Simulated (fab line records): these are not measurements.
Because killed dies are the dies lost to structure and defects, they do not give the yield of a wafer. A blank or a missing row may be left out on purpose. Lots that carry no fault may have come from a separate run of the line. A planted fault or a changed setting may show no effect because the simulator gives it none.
Split-lot study    flow n5_finfet    7 lots, 21 wafers read, on a route of 1938 steps

== THE SPLIT ==
At N5_BEOL_M5_COAT_66 (time 60 s, resist thk 12 nm), the setting spin_rpm was moved away from the recipe's 1500 rpm on 8 of the 21 wafers read, by -8.7% to +6.5%. This setting was run at the recipe's value on the other wafers.

== FROM THE SPLIT TO THE READING: what the file shows between them, 4 steps ==
- N5_BEOL_M5_COAT_74: time 60 s, resist thk 5 nm
- N5_BEOL_M5_COAT_22: resist thk 30 nm
- N5_BEOL_M5_DESCUM_33: chemistry O2, time 7 s
- N5_BEOL_M5_ETCH_75: etches underlayer in N2/H2, target depth 6.5 nm, time 5.2 s

== THE READING ==
etch.depth_nm (the simulator's own value, which no gauge read), in nm, at N5_BEOL_M5_ETCH_67 (etches SiARC in CF4, target depth 15.6 nm, time 26 s). There is no usual value for it anywhere in the file. Here, 13 wafers ran the recipe; their average is 12.02 nm with a standard deviation of 0.037 nm.

wafer   tool, chamber at the split  spin_rpm as run, rpm  against the recipe  etch.depth_nm, nm  against lot-mates on the recipe
L076.2  litho_track-01, 0           1572                  +4.8%               11.74              -0.29
L076.4  litho_track-01, 0           1500                  recipe              12.03              -
L076.5  litho_track-01, 0           1500                  recipe              12.03              -
L078.1  litho_track-01, 0           1500                  recipe              12.06              -
L078.3  litho_track-01, 0           1500                  recipe              12.04              -
L078.4  litho_track-01, 0           1500                  recipe              12.04              -
L083.1  litho_track-02, 0           1369                  -8.7%               12.62              +0.56
L083.6  litho_track-02, 0           1369                  -8.7%               12.62              +0.56
L083.5  litho_track-02, 0           1500                  recipe              12.06              -
L090.4  litho_track-02, 0           1598                  +6.5%               11.59              -0.43
L090.5  litho_track-02, 0           1500                  recipe              12                 -
L090.6  litho_track-02, 0           1500                  recipe              12.04              -
L093.1  litho_track-05, 0           1500                  recipe              11.96              -
L093.2  litho_track-05, 0           1500                  recipe              11.98              -
L093.3  litho_track-05, 0           1500                  recipe              11.95              -
L092.1  litho_track-05, 0           1549                  +3.3%               11.77              -0.21
L092.3  litho_track-05, 0           1549                  +3.3%               11.77              -0.21
L092.6  litho_track-05, 0           1500                  recipe              11.98              -
L097.3  litho_track-02, 0           1414                  -5.7%               12.39              +0.34
L097.5  litho_track-02, 0           1414                  -5.7%               12.39              +0.34
L097.4  litho_track-02, 0           1500                  recipe              12.05              -

THE FIT
A straight line over all 21 wafers: etch.depth_nm changes by -0.0673 nm for each +1% of spin_rpm; r = -0.99; the points scatter about the line by 0.034 nm.
The same after taking each lot's own level away (the mean of its wafers on the recipe; 21 wafers): -0.0631 nm for each +1%; r = -1.00; scatter 0.013 nm.
On that fit, the largest move of spin_rpm shifts the reading by 0.55 nm.
Across the lots, their own levels run from 11.963 to 12.060 nm, a range of 2.6 times the standard deviation given above.
Hence the lot-to-lot level has little effect on the slope; both slopes agree.
Check: +0.545 nm against its lot-mates is what the line predicts for one of the wafers moved furthest among these (-8.7%) when that wafer is left out of the fit. Against them it came out at +0.56 nm.

== ADDITIONAL SPLITS CARRIED BY THESE WAFERS ==
Other splits were also applied to these wafers ahead of the reading. Each is held against what the fit with the lots' levels taken away leaves over:
other split on the same wafers             wafers away from the commonest value  r with etch.depth_nm (lot level and that fit taken away)
N5_BEOL_M0_SAQP_ETCH_107 bias_w            9                                     -0.54
N5_BEOL_M0_CUTY_DESCUM_61 time_s           10                                    -0.18
N5_BEOL_M0_TRENCH_ETCH_107 target_depth_a  6                                     +0.04
N5_BEOL_M1_PECVD_72 time_s                 5                                     +0.10
N5_BEOL_M1_COAT_05 spin_rpm                10                                    -0.43
N5_BEOL_M3_COAT_62 spin_rpm                3                                     -0.32
N5_BEOL_M5_ETCH_72 bias_w                  5                                     +0.27

== THE WHOLE CHAIN: every reading that the file lists as answering this split, in the file's order ==
step                what it does                                          reading                                                                           change (the file's fit)                 r (the file's)
N5_BEOL_M5_COAT_66  time 60 s, resist thk 12 nm                           SiARC_of_BEOL_M5_COAT_66.thk_nm (the simulator's own value, which no gauge read)  -0.0634 nm for each +1% of the setting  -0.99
N5_BEOL_M5_ETCH_67  etches SiARC in CF4, target depth 15.6 nm, time 26 s  etch.depth_nm (the simulator's own value, which no gauge read)                    -0.063 nm for each +1% of the setting   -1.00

== FILE'S OWN FIT ==
etch.depth_nm changes by -0.063 nm for each +1% of spin_rpm, r = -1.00.
